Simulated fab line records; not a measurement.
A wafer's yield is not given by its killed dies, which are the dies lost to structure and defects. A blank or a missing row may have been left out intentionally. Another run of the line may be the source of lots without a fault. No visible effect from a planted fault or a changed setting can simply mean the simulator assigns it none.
Matching of chambers | flow n5Finfet | N5_BEOL_M7_ALD_77 on aldMetal-03 has 4 sister chambers
The step deposits TaN, target thk 2 nm, pulse time 2 s, purge time 3 s. 14 wafers are shown with their chamber, then 7 later ones without.

== WAFERS PAIRED WITH THEIR CHAMBERS ==
wafer  | chamber | heaterPowerW (W) | precursorVesselTempC (C) | mfcCarrierSccm (sccm)
L074.3 | 1       | 396              | 75.10                    | 1500
L074.4 | 0       | 466              | 75.02                    | 1497
L074.5 | 0       | 477              | 75.08                    | 1508
L075.2 | 3       | 479              | 74.94                    | 1504
L075.4 | 0       | 462              | 75.15                    | 1497
L075.6 | 0       | 474              | 74.95                    | 1502
L078.1 | 1       | 389              | 75.14                    | 1503
L078.2 | 0       | 467              | 74.86                    | 1497
L078.6 | 3       | 477              | 75.04                    | 1499
L080.1 | 0       | 467              | 75.09                    | 1496
L080.3 | 1       | 390              | 75.10                    | 1501
L080.5 | 1       | 385              | 75.12                    | 1493
L079.1 | 3       | 487              | 74.93                    | 1497
L079.4 | 2       | 379              | 74.71                    | 1500

SIGNATURES, as means of the wafers listed above
reading              | chamber 0 | chamber 1 | chamber 2 | chamber 3 | scatter within a chamber
heaterPowerW         | 468.83    | 390.00    | 379.00    | 481.00    | 5.22
precursorVesselTempC | 75.0250   | 75.1150   | 74.7100   | 74.9700   | 0.0802
mfcCarrierSccm       | 1499.50   | 1499.25   | 1500.00   | 1500.00   | 4.38
Rule: for each reading, subtract the chamber's mean from the wafer's reading, divide by that reading's scatter and square the result; add these up over the readings and take the root, which gives the wafer's distance from the chamber. If the next closest chamber is less than 2 further off than the closest, the wafer can't be placed; otherwise it belongs to the closest. The scatter is the square root of a quotient: the sum, over the shown wafers, of each reading's squared deviation from its chamber's mean, divided by wafers minus chambers.

== WAFERS MISSING THEIR CHAMBER ==
wafer  | heaterPowerW (W) | precursorVesselTempC (C) | mfcCarrierSccm (sccm)
L079.5 | 470              | 75.27                    | 1503
L085.1 | 378              | 75.01                    | 1504
L085.3 | 468              | 74.82                    | 1506
L085.6 | 468              | 74.87                    | 1502
L087.1 | 385              | 75.15                    | 1504
L087.4 | 462              | 74.95                    | 1496
L087.6 | 397              | 74.96                    | 1493

== WHICH CHAMBER EACH ONE RAN IN ==
wafer  | from the rows above     | in truth
L079.5 | can't be placed: 0 or 3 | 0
L085.1 | can't be placed: 1 or 2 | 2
L085.3 | can't be placed: 0 or 3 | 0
L085.6 | can't be placed: 0 or 3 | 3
L087.1 | 1                       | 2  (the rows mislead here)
L087.4 | can't be placed: 0 or 3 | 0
L087.6 | 1                       | 1
1 of 7 placed correctly. Not placeable from these rows: 5 (in 5, the candidates include the true chamber). 1 placed wrongly.
